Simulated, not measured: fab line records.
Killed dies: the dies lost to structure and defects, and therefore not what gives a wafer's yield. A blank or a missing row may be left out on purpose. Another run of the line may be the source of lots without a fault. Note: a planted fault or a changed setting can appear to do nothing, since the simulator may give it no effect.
Chamber matching + flow nand_harc + 4 sister chambers for NHARC_A_STAIRCASE_DESCUM_219 on rie_diel-03
The step chemistry O2, time 3 s. 18 wafers are shown with their chamber, then 9 later ones without.

## WAFERS PAIRED WITH THEIR CHAMBERS
| wafer  | chamber | drypump_motor_current_A (A) | showerhead_plenum_p_Torr (Torr) | oes_product_au (a.u.) |
|--------|---------|-----------------------------|---------------------------------|-----------------------|
| L077.2 | 1       | 4.9                         | 1.97                            | 0.984                 |
| L077.3 | 3       | 6.7                         | 1.89                            | 1.005                 |
| L077.5 | 1       | 4.9                         | 1.97                            | 0.987                 |
| L079.2 | 1       | 4.9                         | 1.97                            | 0.997                 |
| L079.5 | 3       | 6.8                         | 1.89                            | 1.013                 |
| L079.6 | 2       | 5.6                         | 2.02                            | 0.996                 |
| L082.1 | 3       | 6.8                         | 1.89                            | 1.014                 |
| L082.4 | 3       | 6.8                         | 1.89                            | 1.015                 |
| L082.5 | 1       | 4.9                         | 1.97                            | 0.994                 |
| L085.2 | 1       | 4.9                         | 1.97                            | 0.993                 |
| L085.3 | 0       | 5.6                         | 1.99                            | 1.012                 |
| L085.5 | 0       | 5.6                         | 1.99                            | 1.018                 |
| L087.3 | 1       | 4.9                         | 1.97                            | 0.997                 |
| L087.5 | 3       | 6.7                         | 1.89                            | 1.024                 |
| L087.6 | 1       | 4.9                         | 1.97                            | 0.992                 |
| L091.1 | 3       | 6.8                         | 1.88                            | 1.029                 |
| L091.3 | 2       | 5.6                         | 2.01                            | 1.003                 |
| L091.4 | 1       | 4.9                         | 1.96                            | 0.986                 |

SIGNATURES, as means of the wafers listed above
| reading                  | chamber 0 | chamber 1 | chamber 2 | chamber 3 | scatter within a chamber |
|--------------------------|-----------|-----------|-----------|-----------|--------------------------|
| drypump_motor_current_A  | 5.600     | 4.900     | 5.600     | 6.767     | 0.0309                   |
| showerhead_plenum_p_Torr | 1.9900    | 1.9688    | 2.0150    | 1.8883    | 0.00397                  |
| oes_product_au           | 1.01500   | 0.99125   | 0.99950   | 1.01667   | 0.00645                  |
Rule: for a wafer and a chamber, the distance is found by dividing, reading by reading, the gap between the wafer's reading and the chamber's mean by the reading's scatter, squaring, summing and taking the root. The wafer belongs to the nearest chamber; if the next one is less than 2 further off, it can't be placed. The scatter: the root of (the sum of the squares of (reading less its chamber's mean) over the shown wafers, divided by (wafers less chambers)).

## WAFERS WITHOUT THEIR CHAMBER
| wafer  | drypump_motor_current_A (A) | showerhead_plenum_p_Torr (Torr) | oes_product_au (a.u.) |
|--------|-----------------------------|---------------------------------|-----------------------|
| L092.1 | 5.6                         | 2.01                            | 1.013                 |
| L092.2 | 6.7                         | 1.88                            | 1.025                 |
| L092.4 | 5.6                         | 2.01                            | 0.996                 |
| L095.3 | 4.9                         | 1.96                            | 0.991                 |
| L095.5 | 5.6                         | 2.01                            | 0.986                 |
| L095.6 | 6.8                         | 1.88                            | 1.010                 |
| L097.1 | 5.7                         | 2.01                            | 1.004                 |
| L097.2 | 4.9                         | 1.96                            | 1.005                 |
| L097.3 | 6.8                         | 1.88                            | 1.020                 |

## EACH ONE'S CHAMBER
| wafer  | from the rows above | in truth |
|--------|---------------------|----------|
| L092.1 | 2                   | 2        |
| L092.2 | 3                   | 3        |
| L092.4 | 2                   | 2        |
| L095.3 | 1                   | 1        |
| L095.5 | 2                   | 2        |
| L095.6 | 3                   | 3        |
| L097.1 | 2                   | 2        |
| L097.2 | 1                   | 1        |
| L097.3 | 3                   | 3        |
Placed correctly: 9 of 9. From these rows, 0 cannot be placed. Wrongly placed: 0.
